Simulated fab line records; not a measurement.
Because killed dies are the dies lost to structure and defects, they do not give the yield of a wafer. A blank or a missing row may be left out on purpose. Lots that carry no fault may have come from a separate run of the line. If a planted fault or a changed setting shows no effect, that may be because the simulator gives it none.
fab line records	flow n5Finfet
record lots=24	wafers=72	lastDay=19
route steps=1938 shown BEOL_M11@1580 BEOL_M12@1633 BEOL_M13@1675
lots untouched by any fault: they come from a run of this same line in which no faults occurred
startH: start of the lot's first displayed wafer, in hours after the record's first day	waitH: hours elapsed since this lot's preceding step	" as in the row above	L1.1+2: a row that stands for several wafers	- no value, or no start was given	* or withheld: withheld	< > ~ a bound
route shown NAME@n: names a module that has steps shown in the file, with the first one's number in the route	usual: mean/standard deviation of fault-free wafers	same: alike in all rows	chamber/n: place in a boat	sites: each site's reading	_std_site: standard deviation of those values	_edge_site: inner sites' mean taken away from outer sites' mean	radiusMm: for every site, how far away it sits from the centre of the wafer	mask NAME#n: copy n	behind: the last tool/chamber to shape the wafer	hold: cause of the lot's hold/its duration in hours/its outcome	device: the transistor (n, p or np) that didn't switch	end of line: tests of these same wafers at the route's end	step lacking rows: just its recipe	killed: not the wafer's yield, but the dies lost to structure and defects at the first sort	map: shows each die of a wafer: x if killed, . if not, _ if none is there
set.NAME: the setting as run; set.NAME@STEP: as run at that earlier step	model.NAME: the simulator's own value behind a step, which no gauge read
steps of the route over a sample of lots; a table a step, a row a wafer
services: the hour from which a tool's chamber was out of use, counted from the record's first day as startH (under 0 if before that day), plus the number of hours and why
## steps
# step N5_BEOL_M11_STRIP_77
# recipe chemistry=N2/H2	timeS=10	powerW=450	tempC=40	pressureMtorr=20	rfFrequencyHz=6e+07	biasPowerW=7	n2FlowSccm=200	h2FlowSccm=200
# usual drypumpMotorCurrentA=5.9/0.48	oesProductAu=0.75/0.077	rfVppV=59.2/0.85	showerheadPlenumPTorr=2.54/0.082	throttleValvePct=23.7/0.42
lot.wafer	tool	chamber	startH	waitH	drypumpMotorCurrentA	oesProductAu	rfHoursCounterH	rfVppV	showerheadPlenumPTorr	throttleValvePct
L074.3	rieDiel-01	1	-	-	6.2	0.70	213	58.0	2.43	24.1
L074.5	"	3	"	"	6.2	0.73	-	60.6	2.64	23.7
L074.6	"	2	"	"	5.7	0.74	-	59.1	2.62	23.8
L076.1	rieDiel-01	1	-	-	6.3	0.70	216	59.8	2.43	24.1
L076.2	"	0	"	"	6.1	0.89	25	59.3	2.50	23.0
L076.6	"	1	"	"	6.2	0.69	-	59.6	2.43	24.1
L075.2	rieDiel-01	0	-	-	6.1	0.89	26	58.7	2.50	23.0
L075.3	"	1	"	"	6.3	0.69	216	60.0	2.43	24.1
L075.5	"	1	"	"	6.2	0.70	-	58.7	2.43	24.1
L077.1	rieDiel-03	2	-	-	4.7	0.74	175	58.0	2.63	23.9
L077.2	"	1	"	"	6.1	0.71	223	59.8	2.62	23.7
L077.6	"	3	"	"	6.4	0.81	-	60.9	2.45	23.5
L078.1	rieDiel-03	2	-	-	4.7	0.75	178	59.6	2.63	23.9
L078.3	"	1	"	"	6.1	0.70	226	60.0	2.62	23.7
L078.4	"	3	"	"	6.4	0.81	95	59.1	2.45	23.5
L080.3	rieDiel-04	3	-	-	5.9	0.72	203	59.1	2.52	23.9
L080.5	"	3	"	"	5.9	0.73	-	59.7	2.52	23.9
L080.6	"	2	"	"	5.3	0.89	-	60.3	2.50	23.7
L079.1	rieDiel-03	3	-	-	6.4	0.81	99	59.9	2.45	23.5
L079.3	"	0	"	"	5.0	0.70	191	60.1	2.54	24.2
L079.6	"	0	"	"	5.0	0.71	-	58.0	2.54	24.2
L081.1	rieDiel-04	3	-	-	5.9	0.72	205	58.7	2.52	23.9
L081.2	"	0	"	"	5.9	0.67	248	59.4	2.61	23.5
L081.5	"	1	"	"	6.1	0.76	-	59.8	2.45	24.5
L082.1	rieDiel-01	2	-	-	5.7	0.72	206	60.0	2.62	23.8
L082.2	"	0	"	"	6.1	0.87	37	57.8	2.49	23.1
L082.6	"	3	"	"	6.2	0.71	-	60.4	2.64	23.7
L083.1	rieDiel-01	0	-	-	6.2	0.87	38	60.4	2.49	23.1
L083.2	"	2	"	"	5.7	0.73	206	58.3	2.62	23.8
L083.3	"	1	"	"	6.3	0.69	229	59.6	2.42	24.1
L084.1	rieDiel-01	2	-	-	5.7	0.72	208	60.0	2.62	23.8
L084.5	"	1	"	"	6.2	0.68	-	58.3	2.42	24.1
L084.6	"	0	"	"	6.2	0.86	-	60.6	2.49	23.0
L087.2	rieDiel-01	1	-	-	6.3	0.68	234	59.1	2.42	24.1
L087.5	"	3	"	"	6.2	0.71	-	60.3	2.63	23.7
L087.6	"	2	"	"	5.7	0.72	-	59.5	2.62	23.8
L085.1	rieDiel-03	2	-	-	4.7	0.73	195	57.8	2.62	24.0
L085.3	"	3	"	"	6.3	0.79	112	58.7	2.44	23.5
L085.6	"	1	"	"	6.1	0.69	-	60.3	2.61	23.8
L086.1	rieDiel-01	0	-	-	6.2	0.85	47	57.8	2.49	23.1
L086.3	"	2	"	"	5.7	0.72	215	59.8	2.61	23.8
L086.5	"	0	"	"	6.1	0.86	-	59.9	2.49	23.1
L089.1	rieDiel-01	2	-	-	5.7	0.72	216	59.1	2.61	23.8
L089.3	"	3	"	"	6.2	0.71	218	60.4	2.63	23.7
L089.6	"	0	"	"	6.1	0.86	-	58.9	2.49	23.1
L091.1	rieDiel-01	2	-	-	5.7	0.72	218	59.8	2.61	23.8
L091.4	"	3	"	"	6.2	0.70	220	59.8	2.63	23.7
L091.6	"	3	"	"	6.2	0.71	-	59.7	2.63	23.7
L088.3	rieDiel-04	0	-	-	5.9	0.98	3	58.7	2.61	22.9
L088.5	"	3	"	"	5.9	0.70	-	58.1	2.51	23.9
L088.6	"	2	"	"	5.3	0.84	-	59.6	2.49	23.7
L092.2	rieDiel-01	3	-	-	6.2	0.71	221	59.6	2.63	23.7
L092.3	"	2	"	"	5.7	0.71	219	58.9	2.61	23.9
L092.6	"	0	"	"	6.2	0.85	-	58.8	2.49	23.1
L090.1	rieDiel-03	3	-	-	6.4	0.78	122	59.5	2.44	23.5
L090.3	"	1	"	"	6.1	0.69	246	59.2	2.61	23.8
L090.5	"	2	"	"	4.7	0.71	-	59.2	2.62	24.0
L093.1	rieDiel-04	1	-	-	6.1	0.73	181	58.6	2.44	24.5
L093.3	"	2	"	"	5.3	0.83	59	59.6	2.49	23.7
L093.5	"	1	"	"	6.1	0.73	-	58.8	2.44	24.5
L095.1	rieDiel-01	2	-	-	5.7	0.72	230	59.7	2.61	23.9
L095.4	"	3	"	"	6.2	0.70	-	58.7	2.63	23.7
L095.6	"	2	"	"	5.7	0.71	-	57.8	2.61	23.9
L094.1	rieDiel-03	3	-	-	6.4	0.78	132	58.1	2.44	23.5
L094.2	"	2	"	"	4.8	0.71	215	58.1	2.62	24.0
L094.5	"	2	"	"	4.7	0.72	-	60.1	2.62	24.0
L097.1	rieDiel-01	2	-	-	5.7	0.70	236	59.7	2.60	23.9
L097.3	"	1	"	"	6.3	1.00	1	59.6	2.73	23.7
L097.6	"	0	"	"	6.1	0.83	-	59.9	2.48	23.1
L096.1	rieDiel-04	0	-	-	5.9	0.93	22	59.8	2.60	22.9
L096.3	"	1	"	"	6.1	0.73	190	59.5	2.43	24.5
L096.4	"	2	"	"	5.2	0.82	68	59.3	2.48	23.7
# step N5_BEOL_M12_OVL_MEAS_29
# recipe pointsPerWafer=44
# usual M12_OVL=-6/4.9
# same pointsPerWafer=44
lot.wafer	tool	chamber	startH	waitH	M12_OVL[nm]
L074.3	overlay-02	0	267.54	0.0	-12
L074.5	"	0	"	"	-11
L074.6	"	0	"	"	2
L076.1	overlay-02	0	274.61	0.0	-10
L076.2	"	0	"	"	-10
L076.6	"	0	"	"	-7
L075.2	overlay-01	0	274.65	0.0	-4
L075.3	"	0	"	"	-2
L075.5	"	0	"	"	-11
L077.1	overlay-01	0	282.67	0.0	-5
L077.2	"	0	"	"	-11
L077.6	"	0	"	"	0
L078.1	overlay-02	0	290.56	0.0	-8
L078.3	"	0	"	"	-14
L078.4	"	0	"	"	-17
L080.3	overlay-02	0	299.54	0.0	-5
L080.5	"	0	"	"	-10
L080.6	"	0	"	"	-11
L079.1	overlay-02	0	303.83	0.0	-6
L079.3	"	0	"	"	-3
L079.6	"	0	"	"	-1
L081.1	overlay-02	0	306.15	0.0	-7
L081.2	"	0	"	"	-16
L081.5	"	0	"	"	-8
L082.1	overlay-01	0	313.75	0.0	-10
L082.2	"	0	"	"	-8
L082.6	"	0	"	"	-14
L083.1	overlay-02	0	314.00	0.0	-8
L083.2	"	0	"	"	-6
L083.3	"	0	"	"	0
L084.1	overlay-02	0	321.38	0.0	-3
L084.5	"	0	"	"	-11
L084.6	"	0	"	"	-4
L087.2	overlay-01	0	331.12	0.0	-2
L087.5	"	0	"	"	-7
L087.6	"	0	"	"	-4
L085.1	overlay-01	0	340.93	0.0	-4
L085.3	"	0	"	"	1
L085.6	"	0	"	"	-5
L086.1	overlay-02	0	346.11	0.0	-8
L086.3	"	0	"	"	0
L086.5	"	0	"	"	2
L089.1	overlay-02	0	349.26	0.0	-3
L089.3	"	0	"	"	7
L089.6	"	0	"	"	-10
L091.1	overlay-01	0	353.14	0.0	-4
L091.4	"	0	"	"	-4
L091.6	"	0	"	"	-4
L088.3	overlay-01	0	354.61	0.0	-8
L088.5	"	0	"	"	-4
L088.6	"	0	"	"	-8
L092.2	overlay-01	0	358.05	0.0	-2
L092.3	"	0	"	"	-5
L092.6	"	0	"	"	-8
L090.1	overlay-02	0	371.34	0.0	3
L090.3	"	0	"	"	-8
L090.5	"	0	"	"	0
L093.1	overlay-02	0	389.04	0.0	-5
L093.3	"	0	"	"	-7
L093.5	"	0	"	"	-10
L095.1	overlay-01	0	390.42	0.0	-8
L095.4	"	0	"	"	-7
L095.6	"	0	"	"	-1
L094.1	overlay-02	0	399.92	0.0	-3
L094.2	"	0	"	"	-10
L094.5	"	0	"	"	-2
L097.1	overlay-01	0	415.39	0.0	1
L097.3	"	0	"	"	1
L097.6	"	0	"	"	-10
L096.1	overlay-01	0	418.63	0.0	-12
L096.3	"	0	"	"	-10
L096.4	"	0	"	"	-8
# step N5_BEOL_M12_ETCH_68
# recipe chemistry=N2/H2	target=SOC	maskMaterial=SiARC	sourceW=3000	biasW=350	tempC=40	timeS=285	ionEnergyEv=200	pressureMtorr=30	n2FlowSccm=200	h2FlowSccm=200
# usual biasW=350.1/1.1	drypumpMotorCurrentA=5.7/0.44	oesProductAu=0.79/0.085	rfVppV=524.3/1.8	showerheadPlenumPTorr=2.55/0.056	throttleValvePct=17.75/0.22
lot.wafer	tool	chamber	startH	waitH	biasW	drypumpMotorCurrentA	oesProductAu	rfHoursCounterH	rfVppV	showerheadPlenumPTorr	throttleValvePct
L074.3	rieDiel-02	3	267.80	0.1	350.4	6.3	0.86	49	527.4	2.67	17.44
L074.5	"	1	"	"	349.1	5.0	0.67	-	523.8	2.49	17.85
L074.6	"	2	"	"	349.7	5.8	0.81	-	524.3	2.57	17.75
L076.1	rieDiel-06	2	274.86	0.1	350.0	6.3	0.68	234	522.5	2.50	17.86
L076.2	"	1	"	"	350.5	5.7	0.81	68	525.2	2.60	17.70
L076.6	"	3	"	"	348.4	5.8	0.70	-	524.1	2.50	17.75
L075.2	rieDiel-05	0	274.89	0.1	350.4	6.3	0.70	203	524.1	2.51	17.99
L075.3	"	3	"	"	352.2	5.3	0.84	62	524.8	2.59	17.81
L075.5	"	2	"	"	349.7	5.5	0.67	-	522.3	2.51	17.85
L077.1	rieDiel-05	3	283.00	0.1	350.8	5.3	0.83	66	525.1	2.59	17.79
L077.2	"	1	"	"	349.9	5.4	0.72	208	523.1	2.52	18.05
L077.6	"	3	"	"	352.0	5.3	0.83	-	525.7	2.59	17.83
L078.1	rieDiel-02	0	291.49	0.1	351.0	5.2	0.91	11	525.8	2.59	17.62
L078.3	"	2	"	"	350.1	5.8	0.79	86	524.3	2.56	17.78
L078.4	"	2	"	"	348.7	5.8	0.80	-	524.5	2.56	17.77
L080.3	rieDiel-06	1	299.78	0.1	350.2	5.8	0.81	77	524.5	2.60	17.71
L080.5	"	0	"	"	348.7	5.8	0.84	-	524.5	2.56	17.82
L080.6	"	3	"	"	350.0	5.8	0.69	-	524.4	2.49	17.78
L079.1	rieDiel-02	3	304.21	0.1	351.8	6.3	0.84	66	528.8	2.66	17.45
L079.3	"	0	"	"	350.2	5.2	0.91	16	525.5	2.59	17.65
L079.6	"	0	"	"	349.5	5.2	0.91	-	524.7	2.59	17.63
L081.1	rieDiel-02	2	306.52	0.1	353.2	5.8	0.80	92	525.7	2.56	17.80
L081.2	"	3	"	"	350.2	6.4	0.84	68	527.3	2.66	17.45
L081.5	"	0	"	"	350.0	5.2	0.90	-	525.5	2.59	17.65
L082.1	rieDiel-05	3	313.99	0.1	350.9	5.3	0.82	78	525.3	2.58	17.83
L082.2	"	0	"	"	349.7	6.2	0.69	219	524.0	2.50	18.01
L082.6	"	0	"	"	351.0	6.2	0.68	-	523.9	2.50	18.02
L083.1	rieDiel-02	0	314.39	0.1	350.4	5.2	0.89	21	525.3	2.58	17.64
L083.2	"	1	"	"	351.5	5.0	0.97	5	523.2	2.48	17.43
L083.3	"	2	"	"	348.3	5.8	0.79	95	523.5	2.56	17.78
L084.1	rieDiel-02	2	321.62	0.1	351.1	5.8	0.79	98	522.6	2.56	17.81
L084.5	"	2	"	"	349.5	5.8	0.79	-	524.5	2.56	17.79
L084.6	"	3	"	"	349.4	6.4	0.83	-	527.0	2.66	17.47
L087.2	rieDiel-05	2	331.37	0.1	351.1	5.5	0.93	13	521.9	2.50	17.42
L087.5	"	0	"	"	350.4	6.2	0.68	-	522.7	2.50	18.02
L087.6	"	3	"	"	349.0	5.3	0.82	-	524.1	2.58	17.84
L085.1	rieDiel-02	1	341.17	0.1	348.8	4.9	0.93	15	524.5	2.48	17.46
L085.3	"	3	"	"	349.1	6.4	0.84	81	527.2	2.66	17.47
L085.6	"	3	"	"	349.3	6.4	0.83	-	528.3	2.66	17.48
L086.1	rieDiel-05	3	346.39	0.1	349.7	5.3	0.80	91	526.0	2.58	17.84
L086.3	"	0	"	"	350.8	6.2	0.67	233	524.1	2.50	18.05
L086.5	"	2	"	"	350.6	5.5	0.91	-	521.7	2.50	17.42
L089.1	rieDiel-06	0	349.50	0.1	350.3	5.8	0.81	95	526.6	2.55	17.85
L089.3	"	3	"	"	350.4	5.8	0.68	238	522.2	2.49	17.83
L089.6	"	1	"	"	351.0	5.8	0.78	-	524.4	2.59	17.73
L091.1	rieDiel-02	2	353.38	0.1	350.5	5.8	0.78	110	523.6	2.55	17.83
L091.4	"	3	"	"	350.5	6.4	0.81	85	526.7	2.65	17.47
L091.6	"	2	"	"	349.6	5.8	0.78	-	522.4	2.55	17.80
L088.3	rieDiel-05	3	354.85	0.1	350.2	5.3	0.79	94	525.8	2.58	17.87
L088.5	"	3	"	"	350.6	5.3	0.79	-	524.1	2.58	17.86
L088.6	"	0	"	"	350.1	6.3	0.66	-	521.9	2.50	18.05
L092.2	rieDiel-06	3	358.29	0.1	348.4	5.8	0.68	241	522.1	2.48	17.83
L092.3	"	0	"	"	350.6	5.8	0.82	99	524.1	2.55	17.87
L092.6	"	3	"	"	349.5	5.8	0.68	-	523.7	2.48	17.82
L090.1	rieDiel-05	2	371.58	0.1	349.9	5.5	0.89	27	522.8	2.50	17.43
L090.3	"	3	"	"	349.8	5.4	0.78	100	525.3	2.57	17.88
L090.5	"	1	"	"	348.5	5.4	0.68	-	523.3	2.50	18.10
L093.1	rieDiel-05	0	389.28	0.1	350.7	6.3	0.66	247	523.3	2.49	18.06
L093.3	"	2	"	"	349.2	5.5	0.88	33	523.0	2.49	17.46
L093.5	"	2	"	"	349.5	5.5	0.88	-	521.7	2.49	17.46
L095.1	rieDiel-02	3	390.98	0.1	350.2	6.4	0.81	100	528.2	2.65	17.51
L095.4	"	1	"	"	347.7	5.0	0.87	34	523.2	2.47	17.48
L095.6	"	1	"	"	348.3	5.0	0.89	-	522.3	2.47	17.49
L094.1	rieDiel-05	1	400.16	0.1	350.7	5.4	0.67	250	522.4	2.50	18.11
L094.2	"	2	"	"	350.7	5.5	0.87	36	521.9	2.49	17.47
L094.5	"	3	"	"	349.7	5.3	0.79	-	523.8	2.57	17.88
L097.1	rieDiel-02	3	415.63	0.1	350.1	6.4	0.79	109	526.9	2.64	17.54
L097.3	"	0	"	"	348.9	5.2	0.85	49	525.4	2.57	17.68
L097.6	"	0	"	"	348.8	5.2	0.85	-	525.9	2.57	17.70
L096.1	rieDiel-05	1	419.04	0.1	348.9	5.4	0.68	259	524.0	2.50	18.14
L096.3	"	2	"	"	349.5	5.5	0.86	45	522.0	2.49	17.47
L096.4	"	2	"	"	351.3	5.5	0.87	-	521.9	2.49	17.47
# step N5_BEOL_M12_PRE_CLEAN_42
# recipe gas=H2/He	timeS=30	tempC=250
# usual heaterPowerW=348/41
lot.wafer	tool	chamber	startH	waitH	heaterPowerW
L074.3	pvdSputter-02	-	268.79	0.0	339
L074.5	"	-	"	"	427
L074.6	"	-	"	"	290
L075.2	pvdSputter-02	-	277.58	0.0	300
L075.3	"	-	"	"	343
L075.5	"	-	"	"	290
L076.1	pvdSputter-02	-	280.20	0.0	407
L076.2	"	-	"	"	297
L076.6	"	-	"	"	292
L077.1	pvdSputter-01	-	284.26	0.0	359
L077.2	"	-	"	"	394
L077.6	"	-	"	"	361
L078.1	pvdSputter-01	-	297.37	0.0	364
L078.3	"	-	"	"	317
L078.4	"	-	"	"	388
L080.3	pvdSputter-01	-	300.79	0.0	381
L080.5	"	-	"	"	322
L080.6	"	-	"	"	365
L079.1	pvdSputter-02	-	305.56	0.0	339
L079.3	"	-	"	"	293
L079.6	"	-	"	"	298
L081.1	pvdSputter-01	-	309.14	0.0	368
L081.2	"	-	"	"	317
L081.5	"	-	"	"	369
L082.1	pvdSputter-03	-	316.59	0.0	303
L082.2	"	-	"	"	349
L082.6	"	-	"	"	350
L083.1	pvdSputter-02	-	317.03	0.0	345
L083.2	"	-	"	"	422
L083.3	"	-	"	"	290
L084.1	pvdSputter-02	-	325.11	0.0	294
L084.5	"	-	"	"	418
L084.6	"	-	"	"	298
L087.2	pvdSputter-03	-	333.94	0.0	312
L087.5	"	-	"	"	305
L087.6	"	-	"	"	360
L085.1	pvdSputter-01	-	342.47	0.0	377
L085.3	"	-	"	"	320
L085.6	"	-	"	"	371
L086.1	pvdSputter-02	-	347.71	0.0	411
L086.3	"	-	"	"	296
L086.5	"	-	"	"	416
L089.1	pvdSputter-01	-	353.49	0.0	316
L089.3	"	-	"	"	363
L089.6	"	-	"	"	376
L091.1	pvdSputter-01	-	358.49	0.0	391
L091.4	"	-	"	"	322
L091.6	"	-	"	"	367
L088.3	pvdSputter-01	-	359.65	0.0	358
L088.5	"	-	"	"	323
L088.6	"	-	"	"	363
L092.2	pvdSputter-02	-	366.28	0.0	403
L092.3	"	-	"	"	294
L092.6	"	-	"	"	409
L090.1	pvdSputter-01	-	374.91	0.0	392
L090.3	"	-	"	"	357
L090.5	"	-	"	"	393
L093.1	pvdSputter-02	-	391.53	0.0	291
L093.3	"	-	"	"	419
L093.5	"	-	"	"	337
L095.1	pvdSputter-01	-	395.05	0.0	393
L095.4	"	-	"	"	365
L095.6	"	-	"	"	394
L094.1	pvdSputter-02	-	404.04	0.0	409
L094.2	"	-	"	"	297
L094.5	"	-	"	"	343
L097.1	pvdSputter-01	-	418.66	0.0	369
L097.3	"	-	"	"	391
L097.6	"	-	"	"	395
L096.1	pvdSputter-03	-	419.94	0.0	313
L096.3	"	-	"	"	300
L096.4	"	-	"	"	334
# step N5_BEOL_M12_SPUTTER_44
# recipe material=Ta	targetThkA=100	tempC=50	biasV=80	powerW=15000	chamberPressurePa=0.07	timeS=16.13
# usual throttleValvePct=30.1/0.95
lot.wafer	tool	chamber	startH	waitH	throttleValvePct
L074.3	pvdSputter-02	-	268.91	0.0	30.4
L074.5	"	-	"	"	29.8
L074.6	"	-	"	"	29.5
L075.2	pvdSputter-02	-	277.70	0.0	31.1
L075.3	"	-	"	"	30.3
L075.5	"	-	"	"	29.6
L076.1	pvdSputter-02	-	280.32	0.0	29.5
L076.2	"	-	"	"	31.1
L076.6	"	-	"	"	31.1
L077.1	pvdSputter-01	-	284.38	0.0	29.9
L077.2	"	-	"	"	28.7
L077.6	"	-	"	"	29.9
L078.1	pvdSputter-01	-	297.49	0.0	30.2
L078.3	"	-	"	"	32.0
L078.4	"	-	"	"	28.5
L080.3	pvdSputter-01	-	300.91	0.0	29.2
L080.5	"	-	"	"	32.1
L080.6	"	-	"	"	29.9
L079.1	pvdSputter-02	-	305.68	0.0	30.2
L079.3	"	-	"	"	31.2
L079.6	"	-	"	"	29.8
L081.1	pvdSputter-01	-	309.26	0.0	29.4
L081.2	"	-	"	"	31.9
L081.5	"	-	"	"	29.5
L082.1	pvdSputter-03	-	316.71	0.0	30.4
L082.2	"	-	"	"	28.3
L082.6	"	-	"	"	28.5
L083.1	pvdSputter-02	-	317.15	0.0	30.5
L083.2	"	-	"	"	29.7
L083.3	"	-	"	"	31.4
L084.1	pvdSputter-02	-	325.23	0.0	29.7
L084.5	"	-	"	"	30.0
L084.6	"	-	"	"	29.8
L087.2	pvdSputter-03	-	334.06	0.0	31.0
L087.5	"	-	"	"	30.6
L087.6	"	-	"	"	28.3
L085.1	pvdSputter-01	-	342.59	0.0	29.6
L085.3	"	-	"	"	31.9
L085.6	"	-	"	"	29.5
L086.1	pvdSputter-02	-	347.83	0.0	29.7
L086.3	"	-	"	"	31.0
L086.5	"	-	"	"	29.6
L089.1	pvdSputter-01	-	353.61	0.0	31.6
L089.3	"	-	"	"	30.0
L089.6	"	-	"	"	29.1
L091.1	pvdSputter-01	-	358.61	0.0	28.8
L091.4	"	-	"	"	31.8
L091.6	"	-	"	"	29.8
L088.3	pvdSputter-01	-	359.77	0.0	30.0
L088.5	"	-	"	"	32.0
L088.6	"	-	"	"	30.0
L092.2	pvdSputter-02	-	366.40	0.0	29.8
L092.3	"	-	"	"	31.1
L092.6	"	-	"	"	29.7
L090.1	pvdSputter-01	-	375.03	0.0	28.7
L090.3	"	-	"	"	30.3
L090.5	"	-	"	"	28.8
L093.1	pvdSputter-02	-	391.65	0.0	31.1
L093.3	"	-	"	"	29.7
L093.5	"	-	"	"	30.3
L095.1	pvdSputter-01	-	395.17	0.0	28.7
L095.4	"	-	"	"	30.1
L095.6	"	-	"	"	28.9
L094.1	pvdSputter-02	-	404.16	0.0	29.8
L094.2	"	-	"	"	31.1
L094.5	"	-	"	"	30.9
L097.1	pvdSputter-01	-	418.78	0.0	29.6
L097.3	"	-	"	"	29.0
L097.6	"	-	"	"	29.0
L096.1	pvdSputter-03	-	420.06	0.0	29.9
L096.3	"	-	"	"	30.7
L096.4	"	-	"	"	29.8
# step N5_BEOL_M13_STRIP_63
# recipe chemistry=N2/H2	powerW=1000	tempC=250	h2Frac=0.65	overashFraction=0.3	pressureMtorr=1000	n2FlowSccm=1750	h2FlowSccm=3250
# usual drypumpMotorCurrentA=5.5/0.42	heaterPowerW=334/19	oesProductAu=0.674/0.0046	stripTimeToEndpointS=28.2/1.1
lot.wafer	tool	chamber	startH	waitH	drypumpMotorCurrentA	heaterPowerW	oesProductAu	rfHoursCounterH	stripTimeToEndpointS
L074.3	plasmaAsher-02	1	271.15	-	5.1	346	0.677	-	27.7
L074.5	"	1	"	"	5.1	354	0.669	-	26.1
L074.6	"	0	"	"	5.2	326	0.676	-	27.4
L075.2	plasmaAsher-02	0	279.77	-	5.2	320	0.678	83	29.6
L075.3	"	0	"	"	5.2	320	0.667	-	28.8
L075.5	"	1	"	"	5.1	349	0.674	-	29.3
L076.1	plasmaAsher-01	0	282.45	-	5.5	317	0.663	118	27.3
L076.2	"	1	"	"	6.2	353	0.677	118	29.8
L076.6	"	1	"	"	6.1	350	0.667	-	29.3
L077.1	plasmaAsher-02	1	286.64	-	5.1	349	0.679	84	29.8
L077.2	"	0	"	"	5.2	325	0.676	84	30.0
L077.6	"	0	"	"	5.2	322	0.677	-	28.9
L078.1	plasmaAsher-01	1	301.47	-	6.1	350	0.678	122	29.5
L078.3	"	1	"	"	6.2	353	0.667	-	29.6
L078.4	"	0	"	"	5.5	311	0.678	-	28.4
L080.3	plasmaAsher-01	0	303.34	-	5.5	302	0.672	-	28.8
L080.5	"	1	"	"	6.2	356	0.674	-	27.5
L080.6	"	0	"	"	5.5	308	0.672	-	26.7
L079.1	plasmaAsher-01	0	307.96	-	5.5	307	0.668	124	27.5
L079.3	"	1	"	"	6.2	351	0.673	-	28.8
L079.6	"	1	"	"	6.2	355	0.678	-	28.2
L081.1	plasmaAsher-02	1	311.47	-	5.1	356	0.676	89	29.2
L081.2	"	0	"	"	5.2	320	0.678	89	29.2
L081.5	"	0	"	"	5.2	318	0.668	-	28.2
L082.1	plasmaAsher-01	0	318.84	-	5.4	309	0.678	127	29.5
L082.2	"	1	"	"	6.2	342	0.672	127	30.0
L082.6	"	1	"	"	6.2	358	0.673	-	28.8
L083.1	plasmaAsher-01	0	319.56	-	5.5	314	0.674	127	27.9
L083.2	"	1	"	"	6.2	351	0.673	127	27.9
L083.3	"	1	"	"	6.2	343	0.669	-	27.2
L084.1	plasmaAsher-01	0	327.22	-	5.5	316	0.673	128	29.5
L084.5	"	0	"	"	5.5	321	0.679	-	29.4
L084.6	"	1	"	"	6.2	354	0.672	-	26.4
L087.2	plasmaAsher-02	0	336.43	-	5.2	321	0.673	94	29.1
L087.5	"	1	"	"	5.1	361	0.671	-	29.6
L087.6	"	0	"	"	5.2	329	0.675	-	27.6
L085.1	plasmaAsher-02	0	344.59	-	5.2	316	0.680	97	28.0
L085.3	"	0	"	"	5.2	322	0.669	-	29.7
L085.6	"	1	"	"	5.1	347	0.676	-	27.5
L086.1	plasmaAsher-01	0	350.01	-	5.5	311	0.683	134	27.8
L086.3	"	0	"	"	5.5	307	0.677	-	29.9
L086.5	"	0	"	"	5.5	304	0.671	-	27.6
L089.1	plasmaAsher-02	0	355.74	-	5.2	324	0.664	98	29.4
L089.3	"	0	"	"	5.2	322	0.678	-	28.6
L089.6	"	0	"	"	5.2	330	0.674	-	29.5
L091.1	plasmaAsher-01	0	360.74	-	5.5	307	0.681	136	30.4
L091.4	"	1	"	"	6.2	349	0.678	-	27.6
L091.6	"	1	"	"	6.2	346	0.668	-	27.8
L088.3	plasmaAsher-02	0	361.78	-	5.2	330	0.675	-	29.7
L088.5	"	0	"	"	5.2	316	0.672	-	28.1
L088.6	"	1	"	"	5.1	363	0.671	-	28.9
L092.2	plasmaAsher-02	0	369.15	-	5.2	324	0.666	101	28.4
L092.3	"	1	"	"	5.1	358	0.680	-	26.8
L092.6	"	0	"	"	5.2	319	0.674	-	26.5
L090.1	plasmaAsher-02	1	377.96	-	5.1	349	0.676	102	28.8
L090.3	"	0	"	"	5.2	320	0.671	-	28.2
L090.5	"	0	"	"	5.2	331	0.671	-	27.2
L093.1	plasmaAsher-02	0	394.43	-	5.2	315	0.685	105	29.8
L093.3	"	0	"	"	5.2	319	0.668	-	28.4
L093.5	"	1	"	"	5.1	349	0.674	-	28.3
L095.1	plasmaAsher-01	1	397.87	-	6.2	344	0.681	143	27.9
L095.4	"	1	"	"	6.2	354	0.673	-	27.1
L095.6	"	0	"	"	5.5	318	0.664	-	25.9
L094.1	plasmaAsher-01	1	407.68	-	6.2	345	0.677	145	28.3
L094.2	"	0	"	"	5.4	315	0.680	145	27.6
L094.5	"	0	"	"	5.5	311	0.679	-	27.9
L097.1	plasmaAsher-02	0	420.78	-	5.2	319	0.676	110	29.3
L097.3	"	0	"	"	5.2	327	0.681	-	27.5
L097.6	"	0	"	"	5.2	317	0.674	-	27.6
L096.1	plasmaAsher-01	0	422.06	-	5.5	313	0.677	147	29.0
L096.3	"	0	"	"	5.5	304	0.668	-	28.3
L096.4	"	1	"	"	6.2	348	0.668	-	27.6
## services
tool	chamber	startH	hours	kind
rieDiel-02	0	250.82	-	clean
rieDiel-02	0	250.82	-	consumableReplace:focusRing
rieDiel-02	0	250.82	18.0	scheduledDown
rieDiel-02	0	250.82	18.0	ventCycle
rieDiel-02	1	269.00	-	clean
rieDiel-02	2	274.60	2.7	repair
rieDiel-01	3	288.09	4.2	repair
rieDiel-06	2	318.16	10.9	repair
plasmaAsher-02	-	345.38	6.1	repair
rieDiel-02	0	359.18	8.3	repair
rieDiel-04	1	360.52	12.7	repair
rieDiel-01	0	369.92	15.6	repair
rieDiel-01	1	385.57	-	clean
rieDiel-01	1	385.57	-	consumableReplace:focusRing
rieDiel-01	1	385.57	-	consumableReplace:showerhead
rieDiel-01	1	385.57	23.5	scheduledDown
rieDiel-01	1	385.57	23.5	ventCycle
rieDiel-01	3	388.99	2.6	repair
rieDiel-02	0	396.89	2.6	repair
pvdSputter-02	-	398.94	1.0	repair
rieDiel-01	2	401.92	6.6	repair
rieDiel-01	3	404.40	2.4	repair
rieDiel-01	1	411.12	6.8	repair
rieDiel-04	2	415.57	6.4	repair
## key
fault none
